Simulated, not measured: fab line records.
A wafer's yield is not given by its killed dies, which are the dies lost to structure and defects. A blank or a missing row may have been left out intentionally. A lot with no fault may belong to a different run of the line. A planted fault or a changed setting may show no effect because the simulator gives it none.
Which of the tools did it? | flow n5Finfet | 11 lots with 33 wafers sampled at 5 steps, on a route of 1938 steps

== WHAT EACH GAUGE READ, for each wafer ==
N5_MOL_CONTACT_COAG_INSPECT_57: inspects for defects (brightfield).
lot  | measured     | on               | rawDefectCount
L075 | day 5 07:55  | defectInspect-02 | 125 149 146
L077 | day 5 22:38  | defectInspect-02 | 211 176 145
L079 | day 6 09:29  | defectInspect-02 | 272 290 230
L081 | day 6 21:55  | defectInspect-01 | 159 180 141
L083 | day 7 04:59  | defectInspect-01 | 177 256 245
L085 | day 7 22:28  | defectInspect-02 | 252 294 222
L087 | day 8 17:44  | defectInspect-02 | 197 188 212
L091 | day 9 15:00  | defectInspect-02 | 169 203 196
L093 | day 10 01:08 | defectInspect-02 | 232 140 207
L095 | day 10 08:56 | defectInspect-02 | 232 204 369
L097 | day 10 23:28 | defectInspect-01 | 178 173 151

== TOOL THAT RAN EACH LOT (tool first, then ch and the chambers of the sampled wafers, then the start) ==
lot  | N5_MOL_CONTACT_COAG_ETCH_59      | N5_MOL_CONTACT_COAG_ETCH_15      | N5_MOL_CONTACT_COAG_STRIP_98     | N5_MOL_CONTACT_COAG_TI_SIL_19
L075 | rieDiel-05 ch 0,2, day 4 20:38   | rieDiel-05 ch 0,2, day 4 20:50   | rieDiel-05 ch 0,2, day 4 20:56   | pvdSputter-02, day 4 21:29
L077 | rieDiel-05 ch 1,2,3, day 5 09:49 | rieDiel-05 ch 1,2,3, day 5 10:00 | rieDiel-05 ch 1,2,3, day 5 10:07 | pvdSputter-03, day 5 14:05
L079 | rieDiel-04 ch 0,2, day 5 22:33   | rieDiel-04 ch 0,2, day 5 22:44   | rieDiel-04 ch 0,2, day 5 22:51   | pvdSputter-01, day 6 01:28
L081 | rieDiel-05 ch 1,3, day 6 09:35   | rieDiel-05 ch 1,3, day 6 09:47   | rieDiel-05 ch 1,3, day 6 09:53   | pvdSputter-03, day 6 10:40
L083 | rieDiel-04 ch 0,3, day 6 19:28   | rieDiel-04 ch 0,3, day 6 19:40   | rieDiel-04 ch 0,3, day 6 19:46   | pvdSputter-03, day 6 21:17
L085 | rieDiel-05 ch 0,3, day 7 12:38   | rieDiel-05 ch 0,3, day 7 12:49   | rieDiel-05 ch 0,3, day 7 12:56   | pvdSputter-03, day 7 13:37
L087 | rieDiel-01 ch 1,2,3, day 8 06:01 | rieDiel-01 ch 1,2,3, day 8 06:12 | rieDiel-01 ch 1,2,3, day 8 06:19 | pvdSputter-03, day 8 07:23
L091 | rieDiel-01 ch 0,1,2, day 9 04:49 | rieDiel-01 ch 0,1,2, day 9 05:00 | rieDiel-01 ch 0,1,2, day 9 05:06 | pvdSputter-02, day 9 05:56
L093 | rieDiel-01 ch 0,1, day 9 11:44   | rieDiel-01 ch 0,1, day 9 11:55   | rieDiel-01 ch 0,1, day 9 12:01   | pvdSputter-01, day 9 12:50
L095 | rieDiel-05 ch 0,2, day 9 22:52   | rieDiel-05 ch 0,2, day 9 23:04   | rieDiel-05 ch 0,2, day 9 23:10   | pvdSputter-01, day 10 00:19
L097 | rieDiel-04 ch 0,1, day 10 11:18  | rieDiel-04 ch 0,1, day 10 11:29  | rieDiel-04 ch 0,1, day 10 11:35  | pvdSputter-03, day 10 13:47
- N5_MOL_CONTACT_COAG_ETCH_59: etches underlayer in N2/H2, target depth 13 nm, time 10.4 s.
- N5_MOL_CONTACT_COAG_ETCH_15: etches SiNx in CH3F/O2, stops on Si:P, target depth 7 nm.
- N5_MOL_CONTACT_COAG_STRIP_98: strips in N2/H2.
- N5_MOL_CONTACT_COAG_TI_SIL_19: material Ti, target thk 4.2 nm, time 15 s.

== THE ANSWER, worked out from the rows above alone ==
Rule: what is usual is taken from the lots themselves. Put in order of their means at a reading, lots are off if they are a third of the lots or fewer, leave a main group of 4 or more, and stand apart from it by a gap of 3 or more times the standard deviation of the main group's means; of several such gaps the widest counts. A main group is skipped when, at the precision printed for the reading in the tables above, its means are all equal. Also off: a lot with no number at a reading for which 4 or more lots have one. The other lots that the step has rows for count as sound.
Nothing can be told from this: no lot is off at any reading shown.

== WHAT THE SIMULATOR HAD PUT IN ==
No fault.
